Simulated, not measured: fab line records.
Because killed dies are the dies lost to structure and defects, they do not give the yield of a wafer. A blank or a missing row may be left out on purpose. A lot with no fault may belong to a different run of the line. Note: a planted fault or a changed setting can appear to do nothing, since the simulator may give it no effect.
Split-lot experiment | flow n5Finfet | on a route of 1938 steps: 7 lots, 21 wafers read

## ON THE SPLIT
At N5_MOL_CONTACT_COAG_COAT_64 (time 60 s, resist thk 10 nm), the setting spinRpm was moved away from the recipe's 1500 rpm on 9 of the 21 wafers read, by -5.1% to +10.5%. This setting was run at the recipe's value on the other wafers.

## FROM THE SPLIT TO THE READING: what the file shows between them, 3 steps
- N5_MOL_CONTACT_COAG_COAT_34: resist thk 40 nm
- N5_MOL_CONTACT_COAG_EBR_36
- N5_MOL_CONTACT_COAG_DESCUM_45: chemistry O2, time 7 s

## THE READING
etch.depthNm (the simulator's own value, which no gauge read), in nm, at N5_MOL_CONTACT_COAG_ETCH_65 (etches underlayer in N2/H2, target depth 13 nm, time 10.4 s). There is no usual value for it anywhere in the file. Across the 12 wafers here that went through the recipe, the average is 9.988 nm and the standard deviation 0.044 nm.

wafer  | tool, chamber at the split | spinRpm as run, rpm | against the recipe | etch.depthNm, nm | against lot-mates on the recipe
L075.1 | lithoTrack-05, 0           | 1500                | recipe             | 9.958            | -
L075.3 | lithoTrack-05, 0           | 1500                | recipe             | 9.964            | -
L075.6 | lithoTrack-05, 0           | 1500                | recipe             | 9.951            | -
L077.1 | lithoTrack-02, 0           | 1500                | recipe             | 10.05            | -
L077.2 | lithoTrack-02, 0           | 1431                | -4.6%              | 10.31            | +0.275
L077.5 | lithoTrack-02, 0           | 1500                | recipe             | 10.02            | -
L080.4 | lithoTrack-05, 0           | 1500                | recipe             | 9.965            | -
L080.5 | lithoTrack-05, 0           | 1500                | recipe             | 9.963            | -
L080.6 | lithoTrack-05, 0           | 1500                | recipe             | 9.918            | -
L082.1 | lithoTrack-04, 0           | 1500                | recipe             | 10.04            | -
L082.2 | lithoTrack-04, 0           | 1581                | +5.4%              | 9.776            | -0.264
L082.4 | lithoTrack-04, 0           | 1581                | +5.4%              | 9.751            | -0.289
L083.1 | lithoTrack-04, 0           | 1500                | recipe             | 10.07            | -
L083.4 | lithoTrack-04, 0           | 1423                | -5.1%              | 10.29            | +0.220
L083.6 | lithoTrack-04, 0           | 1423                | -5.1%              | 10.32            | +0.250
L093.1 | lithoTrack-05, 0           | 1500                | recipe             | 9.966            | -
L093.3 | lithoTrack-05, 0           | 1500                | recipe             | 9.986            | -
L093.6 | lithoTrack-05, 0           | 1638                | +9.2%              | 9.559            | -0.417
L097.2 | lithoTrack-04, 0           | 1658                | +10.5%             | 9.53             | no lot-mate on the recipe
L097.3 | lithoTrack-04, 0           | 1658                | +10.5%             | 9.528            | no lot-mate on the recipe
L097.4 | lithoTrack-04, 0           | 1658                | +10.5%             | 9.547            | no lot-mate on the recipe

THE FIT
A straight line over all 21 wafers: etch.depthNm changes by -0.0477 nm for each +1% of spinRpm; r = -0.98; the points scatter about the line by 0.049 nm.
The same after taking each lot's own level away (the mean of its wafers on the recipe; 18 wafers): -0.0485 nm for each +1%; r = -0.99; scatter 0.021 nm.
That fit puts the effect of the largest move of spinRpm on the reading at 0.51 nm.
From 9.9487 to 10.0700 nm: that is the span of the lots' own levels, equal to 2.7 times the standard deviation above.
So the lot-to-lot level changes the slope little: the two slopes agree.
Check: for one of the wafers moved furthest among these (+9.2%), held out of the fit, the line's prediction against its lot-mates is -0.465 nm. Against them it came out at -0.417 nm.

## THESE WAFERS: OTHER SPLITS
These wafers also went through other splits before the reading. Each is held against what the fit with the lots' levels taken away leaves over:
other split on the same wafers   | wafers away from the commonest value | r with etch.depthNm (lot level and that fit taken away)
N5_SD_EPI_N_ETCH_16 targetDepthA | 3                                    | +0.00
N5_SDB_ALD_29 aldCycles          | 5                                    | +0.53
N5_HKMG_FIN_ETCH_58 sourceW      | 7                                    | +0.46
N5_GATE_CUT_EXPOSE_10 doseMj     | 6                                    | +0.28
N5_GATE_CUT_ETCH_36 cf4FlowSccm  | 12                                   | +0.13

## THE WHOLE CHAIN: every reading that the file lists as answering this split, in the file's order
step                        | what it does                                                | reading                                                                                       | change (the file's fit)                | r (the file's)
N5_MOL_CONTACT_COAG_COAT_64 | time 60 s, resist thk 10 nm                                 | underlayer_of_MOL_CONTACT_COAG_COAT_64.thkNm (the simulator's own value, which no gauge read) | -0.0505 nm for each +1% of the setting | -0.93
N5_MOL_CONTACT_COAG_ETCH_65 | etches underlayer in N2/H2, target depth 13 nm, time 10.4 s | etch.depthNm (the simulator's own value, which no gauge read)                                 | -0.0485 nm for each +1% of the setting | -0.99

## FILE'S OWN FIT
etch.depthNm changes by -0.0485 nm for each +1% of spinRpm, r = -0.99.
